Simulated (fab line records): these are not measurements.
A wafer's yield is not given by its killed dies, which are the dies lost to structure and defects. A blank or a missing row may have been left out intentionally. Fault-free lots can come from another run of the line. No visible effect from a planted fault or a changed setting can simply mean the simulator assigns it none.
Split-lot study / flow n5Finfet / route with 1938 steps; 7 lots, 21 wafers read

## ABOUT THE SPLIT
At N5_BEOL_M3_ETCH_41 (etches SiCN in CH3F/O2, target depth 29.9 nm, time 52.5 s), the setting targetDepthA was moved away from the recipe's 299 angstrom on 11 of the 21 wafers read, by -10.1% to +9.6%. This setting was run at the recipe's value on the other wafers.

The reading is taken at the split's own step.

## THE READING
etch.depthNm (the simulator's own value, which no gauge read), in nm, at N5_BEOL_M3_ETCH_41 (etches SiCN in CH3F/O2, target depth 29.9 nm, time 52.5 s). There is no usual value for it anywhere in the file. Average 19.94 nm, standard deviation 0.37 nm, over the 10 wafers here run with the recipe.

wafer=L078.2; tool, chamber at the split=rieDiel-02, 0; targetDepthA as run, angstrom=321.8; against the recipe=+7.6%; etch.depthNm, nm=21.3; against lot-mates on the recipe=+1.26
wafer=L078.3; tool, chamber at the split=rieDiel-02, 1; targetDepthA as run, angstrom=321.8; against the recipe=+7.6%; etch.depthNm, nm=21.7; against lot-mates on the recipe=+1.66
wafer=L078.5; tool, chamber at the split=rieDiel-02, 1; targetDepthA as run, angstrom=299; against the recipe=recipe; etch.depthNm, nm=20.04; against lot-mates on the recipe=-
wafer=L085.1; tool, chamber at the split=rieDiel-02, 1; targetDepthA as run, angstrom=311.6; against the recipe=+4.2%; etch.depthNm, nm=21.01; against lot-mates on the recipe=no lot-mate on the recipe
wafer=L085.4; tool, chamber at the split=rieDiel-02, 0; targetDepthA as run, angstrom=311.6; against the recipe=+4.2%; etch.depthNm, nm=20.8; against lot-mates on the recipe=no lot-mate on the recipe
wafer=L085.5; tool, chamber at the split=rieDiel-02, 1; targetDepthA as run, angstrom=311.6; against the recipe=+4.2%; etch.depthNm, nm=20.75; against lot-mates on the recipe=no lot-mate on the recipe
wafer=L086.1; tool, chamber at the split=rieDiel-02, 2; targetDepthA as run, angstrom=299; against the recipe=recipe; etch.depthNm, nm=19.64; against lot-mates on the recipe=-
wafer=L086.5; tool, chamber at the split=rieDiel-02, 2; targetDepthA as run, angstrom=313.4; against the recipe=+4.8%; etch.depthNm, nm=20.46; against lot-mates on the recipe=+0.63
wafer=L086.6; tool, chamber at the split=rieDiel-02, 1; targetDepthA as run, angstrom=299; against the recipe=recipe; etch.depthNm, nm=20.01; against lot-mates on the recipe=-
wafer=L092.1; tool, chamber at the split=rieDiel-04, 3; targetDepthA as run, angstrom=309; against the recipe=+3.3%; etch.depthNm, nm=19.83; against lot-mates on the recipe=-0.11
wafer=L092.4; tool, chamber at the split=rieDiel-04, 0; targetDepthA as run, angstrom=299; against the recipe=recipe; etch.depthNm, nm=19.94; against lot-mates on the recipe=-
wafer=L092.6; tool, chamber at the split=rieDiel-04, 3; targetDepthA as run, angstrom=309; against the recipe=+3.3%; etch.depthNm, nm=19.6; against lot-mates on the recipe=-0.34
wafer=L093.2; tool, chamber at the split=rieDiel-01, 0; targetDepthA as run, angstrom=268.8; against the recipe=-10.1%; etch.depthNm, nm=18.22; against lot-mates on the recipe=-1.04
wafer=L093.4; tool, chamber at the split=rieDiel-01, 3; targetDepthA as run, angstrom=268.8; against the recipe=-10.1%; etch.depthNm, nm=17.91; against lot-mates on the recipe=-1.35
wafer=L093.6; tool, chamber at the split=rieDiel-01, 2; targetDepthA as run, angstrom=299; against the recipe=recipe; etch.depthNm, nm=19.26; against lot-mates on the recipe=-
wafer=L094.2; tool, chamber at the split=rieDiel-02, 0; targetDepthA as run, angstrom=299; against the recipe=recipe; etch.depthNm, nm=19.96; against lot-mates on the recipe=-
wafer=L094.3; tool, chamber at the split=rieDiel-02, 3; targetDepthA as run, angstrom=327.8; against the recipe=+9.6%; etch.depthNm, nm=22.01; against lot-mates on the recipe=+2.30
wafer=L094.6; tool, chamber at the split=rieDiel-02, 2; targetDepthA as run, angstrom=299; against the recipe=recipe; etch.depthNm, nm=19.47; against lot-mates on the recipe=-
wafer=L096.1; tool, chamber at the split=rieDiel-04, 0; targetDepthA as run, angstrom=299; against the recipe=recipe; etch.depthNm, nm=20.23; against lot-mates on the recipe=-
wafer=L096.2; tool, chamber at the split=rieDiel-04, 2; targetDepthA as run, angstrom=299; against the recipe=recipe; etch.depthNm, nm=20.36; against lot-mates on the recipe=-
wafer=L096.3; tool, chamber at the split=rieDiel-04, 1; targetDepthA as run, angstrom=299; against the recipe=recipe; etch.depthNm, nm=20.52; against lot-mates on the recipe=-

THE FIT
A straight line over all 21 wafers: etch.depthNm changes by +0.187 nm for each +1% of targetDepthA; r = +0.91; the points scatter about the line by 0.41 nm.
The same after taking each lot's own level away (the mean of its wafers on the recipe; 18 wafers): +0.152 nm for each +1%; r = +0.89; scatter 0.4 nm.
That fit puts the effect of the largest move of targetDepthA on the reading at 1.5 nm.
The span of the lots' own levels, 19.260 to 20.370 nm, comes to 3.0 times the standard deviation stated above.
So the slope is not independent of the lot-to-lot level: the two fits are not the same.
Check: with one of the wafers moved furthest among these (-10.1%) left out of the fit, the line predicts -1.73 nm for it against its lot-mates. It came out at -1.04 nm against them.

## FURTHER SPLITS ON THESE WAFERS
Other splits were also applied to these wafers ahead of the reading. Each is held against what the fit with the lots' levels taken away leaves over:
other split on the same wafers=N5_BEOL_M1_COAT_73 spinRpm; wafers away from the commonest value=6; r with etch.depthNm (lot level and that fit taken away)=+0.26
other split on the same wafers=N5_BEOL_M1_ETCH_64 biasW; wafers away from the commonest value=7; r with etch.depthNm (lot level and that fit taken away)=+0.20
other split on the same wafers=N5_BEOL_M1_COAT_76 spinRpm; wafers away from the commonest value=9; r with etch.depthNm (lot level and that fit taken away)=-0.13
other split on the same wafers=N5_BEOL_M2_COAT_76 spinRpm; wafers away from the commonest value=6; r with etch.depthNm (lot level and that fit taken away)=-0.17
other split on the same wafers=N5_BEOL_M2_ETCH_69 biasW; wafers away from the commonest value=5; r with etch.depthNm (lot level and that fit taken away)=-0.20
other split on the same wafers=N5_BEOL_M2_TRENCH_ETCH_37 sourceW; wafers away from the commonest value=6; r with etch.depthNm (lot level and that fit taken away)=-0.02
other split on the same wafers=N5_BEOL_M3_TRENCH_ETCH_37 sourceW; wafers away from the commonest value=9; r with etch.depthNm (lot level and that fit taken away)=+0.37

## FILE'S OWN FIT
etch.depthNm changes by +0.165 nm for each +1% of targetDepthA, r = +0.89.
